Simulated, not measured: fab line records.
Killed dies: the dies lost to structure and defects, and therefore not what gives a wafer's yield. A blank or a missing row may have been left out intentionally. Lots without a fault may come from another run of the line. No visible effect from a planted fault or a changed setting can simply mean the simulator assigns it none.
Chamber matching :: flow n5Finfet :: N5_BEOL_M5_CURE_79 on uvCure-02: 3 sister chambers
The step cures SiCOH lowk, time 240 s. 3 wafers are shown with their chamber, then 10 later ones without.

EACH WAFER AND ITS CHAMBER
wafer: L076.6
chamber: 0
wafer_temp_C_max: 386.8

wafer: L086.5
chamber: 2
wafer_temp_C_max: 387.2

wafer: L090.4
chamber: 1
wafer_temp_C_max: 386.2

WAFERS WITHOUT THEIR CHAMBER
wafer: L090.5
wafer_temp_C_max: 386.2

wafer: L089.1
wafer_temp_C_max: 387.0

wafer: L089.2
wafer_temp_C_max: 386.4

wafer: L089.5
wafer_temp_C_max: 386.8

wafer: L091.3
wafer_temp_C_max: 386.3

wafer: L091.4
wafer_temp_C_max: 386.6

wafer: L091.5
wafer_temp_C_max: 386.1

wafer: L093.3
wafer_temp_C_max: 386.8

wafer: L093.5
wafer_temp_C_max: 386.5

wafer: L093.6
wafer_temp_C_max: 386.0

WHICH CHAMBER EACH WENT THROUGH
wafer: L090.5
from the rows above: 1
in truth: 1

wafer: L089.1
from the rows above: can't be placed: 0 or 2
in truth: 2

wafer: L089.2
from the rows above: can't be placed: 1 or 0
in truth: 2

wafer: L089.5
from the rows above: 0
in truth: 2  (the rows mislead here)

wafer: L091.3
from the rows above: 1
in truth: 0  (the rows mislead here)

wafer: L091.4
from the rows above: can't be placed: 0 or 1
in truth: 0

wafer: L091.5
from the rows above: 1
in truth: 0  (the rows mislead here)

wafer: L093.3
from the rows above: 0
in truth: 0

wafer: L093.5
from the rows above: can't be placed: 0 or 1
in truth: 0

wafer: L093.6
from the rows above: 1
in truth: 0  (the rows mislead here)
2 of 10 placed correctly. Not placeable from these rows: 4 (in 3, the candidates include the true chamber). Wrongly placed: 4.
How it was worked out, from the rows above alone: a wafer's distance from a chamber is the root of the sum, over the readings, of the square of ((its reading less the chamber's mean) divided by the reading's scatter). If the next closest chamber is less than 2 further off than the closest, the wafer can't be placed; otherwise it belongs to the closest. For every chamber, the mean is computed from those of its wafers that are shown. The scatter: root of mean squared gap, hidden wafer to nearest shown wafer, with one shown wafer a chamber.
